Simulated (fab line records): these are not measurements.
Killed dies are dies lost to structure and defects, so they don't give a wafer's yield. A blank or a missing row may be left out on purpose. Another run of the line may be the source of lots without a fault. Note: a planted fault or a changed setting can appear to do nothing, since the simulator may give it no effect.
A lot that was struck, set against a sound lot | flow nandHarc | 14 out of 1302 route steps
Sound: these wafers, L618.1, L618.2, L618.6. Struck: wafer L625.3 (L625.1, L625.4, from the same lot, were not struck and are left out); the cause is given at the end.
Order at every step that has rows: each side's tool, ch and its chambers, its first start. Under that, the readings that differ: sound wafers | struck wafers | difference of the means | sigmas: that difference in standard deviations of wafers without a fault.
alike: readings whose means differ by less than 2 such deviations, and words and numbers that are the same on both sides. not compared: withheld readings, readings that some wafer has no value for, bounds like >300 that may hide the same value, and numbers for which the record gives no deviation and whose values overlap.
The two part at a step that has a row with sigmas, a row that says differs or no value, or rows on one side only. Numbers that have no deviation but don't overlap get no sigmas and don't part them. A reading missing from all wafers of one side parts the sides only when that side holds two or more wafers.

NHARC_A_STAIRCASE_DESCUM_291: chemistry O2, time 3 s.
  sound on rieDiel-05 ch 0,1, day 18 20:20; struck on rieDiel-07 ch 1, day 22 13:16
reading                      | sound             | struck | difference | sigmas
oesProductAu (a.u.)          | 1.017 1.000 0.999 | 0.990  | -0.015     | -2
rfVppV (V)                   | 58.5 58.9 58.8    | 56.6   | -2.1       | -2
showerheadPlenumPTorr (Torr) | 2.02 1.99 1.99    | 1.79   | -0.21      | -2
  alike: drypumpMotorCurrentA, throttleValvePct
  not compared: rfHoursCounterH
NHARC_A_STAIRCASE_ETCH_292: etches the open film in CF4/CHF3.
  sound on rieDiel-05 ch 0,3, day 18 20:25; struck on rieDiel-07 ch 0, day 22 13:22
  alike: biasW, drypumpMotorCurrentA, oesProductAu, rfVppV, showerheadPlenumPTorr, throttleValvePct
  not compared: rfHoursCounterH
NHARC_A_STAIRCASE_HM_OPEN_460: chemistry O2/COS.
  sound on rieDiel-05 ch 0,2; struck on rieDiel-07 ch 1
reading                      | sound          | struck | difference | sigmas
rfVppV (V)                   | 470 469 470    | 463    | -7         | -2
showerheadPlenumPTorr (Torr) | 3.24 3.22 3.22 | 2.93   | -0.30      | -2
  alike: biasW, drypumpMotorCurrentA, oesProductAu, throttleValvePct
  not compared: rfHoursCounterH
then, 1 step without rows for these wafers: NHARC_A_STAIRCASE_STRIP_461 (strips in O2/COS).
NHARC_A_STAIRCASE_ETCH_452: etches the open film in CF4/O2, target depth 30 nm, overetch 3 nm, time 16.5 s.
  sound on rieDiel-05 ch 0,1,2; struck on rieDiel-07 ch 1
reading                      | sound             | struck | difference | sigmas
oesProductAu (a.u.)          | 1.004 1.009 1.005 | 0.990  | -0.016     | -2
showerheadPlenumPTorr (Torr) | 1.38 1.38 1.41    | 1.25   | -0.14      | -2
  alike: biasW, drypumpMotorCurrentA, rfVppV, throttleValvePct
  not compared: rfHoursCounterH
NHARC_A_STAIRCASE_ETCH_294: etches the open film in C4F8/O2/Ar, target depth 4989 nm, time 1211.6 s.
  sound on rieDiel-05 ch 0,3; struck on rieDiel-07 ch 1
  alike: biasW, oesProductAu, rfVppV
  not compared: rfHoursCounterH
then, 5 steps without rows for these wafers: NHARC_A_STAIRCASE_STRIP_295 (strips in O2); NHARC_A_STAIRCASE_STRIP_296 (strips in SPM, time 900 s); NHARC_A_STAIRCASE_PRECLEAN_297 (cleans in SC1); NHARC_A_STAIRCASE_SRD_298; NHARC_A_STAIRCASE_HM_DEP_462 (deposits aC, target thk 800 nm).
NHARC_A_STAIRCASE_DEP_301: deposits SiON, target thk 30 nm.
  sound on pecvd-02 ch 0,1,2, day 19 01:50; struck on pecvd-03 ch 0, day 22 17:43
reading            | sound             | struck | difference | sigmas
rfFwdPowerW (W)    | 347.5 347.3 348.5 | 209.0  | -138.8     | -99 or more
showerheadVppV (V) | 1116 1074 1182    | 892    | -232       | -7
  alike: heaterPowerW
then, 2 steps without rows for these wafers: NHARC_A_STAIRCASE_DEHYDRATE_302 (time 120 s); NHARC_END_SORT_01.

## WHERE THEY PART
At NHARC_A_STAIRCASE_DESCUM_291 first; at NHARC_A_STAIRCASE_DEP_301 last (within this record only).

WHY: what had been put in by the simulator
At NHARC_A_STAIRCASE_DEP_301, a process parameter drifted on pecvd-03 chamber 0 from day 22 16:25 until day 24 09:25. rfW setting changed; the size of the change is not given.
